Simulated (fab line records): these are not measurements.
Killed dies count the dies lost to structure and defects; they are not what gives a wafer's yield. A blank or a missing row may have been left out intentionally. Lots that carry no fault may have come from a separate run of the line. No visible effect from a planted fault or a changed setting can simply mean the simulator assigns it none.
Chamber matching | flow nand-harc | 4 sister chambers for NHARC_A_BONDPAD_ETCH_34 on rie-diel-10
The step etches the open film in N2/H2, target depth 60 nm, overetch 18 nm, time 65.91 s. 4 wafers are shown with their chamber, then 12 later ones without.

== WAFERS, EACH WITH ITS CHAMBER ==
wafer  | chamber | drypump-motor-current-A (A)
L090.1 | 3       | 5.6
L094.1 | 2       | 6.1
L094.3 | 0       | 6.5
L094.4 | 1       | 4.8

== WAFERS MISSING THEIR CHAMBER ==
wafer  | drypump-motor-current-A (A)
L092.4 | 6.5
L092.5 | 6.1
L092.6 | 5.6
L093.4 | 5.5
L093.5 | 6.5
L093.6 | 5.6
L096.2 | 4.8
L096.5 | 6.5
L096.6 | 5.6
L095.1 | 5.6
L095.2 | 6.1
L095.6 | 4.8

== CHAMBER TAKEN BY EACH ==
wafer  | from the rows above | in truth
L092.4 | 0                   | 0
L092.5 | 2                   | 2
L092.6 | 3                   | 3
L093.4 | 3                   | 3
L093.5 | 0                   | 0
L093.6 | 3                   | 3
L096.2 | 1                   | 1
L096.5 | 0                   | 0
L096.6 | 3                   | 3
L095.1 | 3                   | 3
L095.2 | 2                   | 2
L095.6 | 1                   | 1
12 of 12 placed correctly. Can't be placed from these rows: 0. Placed wrongly: 0.
How it was worked out, from the rows above alone: a wafer's distance from a chamber is the root of the sum, over the readings, of the square of ((its reading less the chamber's mean) divided by the reading's scatter). If the next closest chamber is less than 2 further off than the closest, the wafer can't be placed; otherwise it belongs to the closest. The mean given for a chamber averages the wafers shown for that chamber. The scatter: with one shown wafer a chamber, the root of the mean of the squares of how far each hidden wafer lies from its nearest shown one.
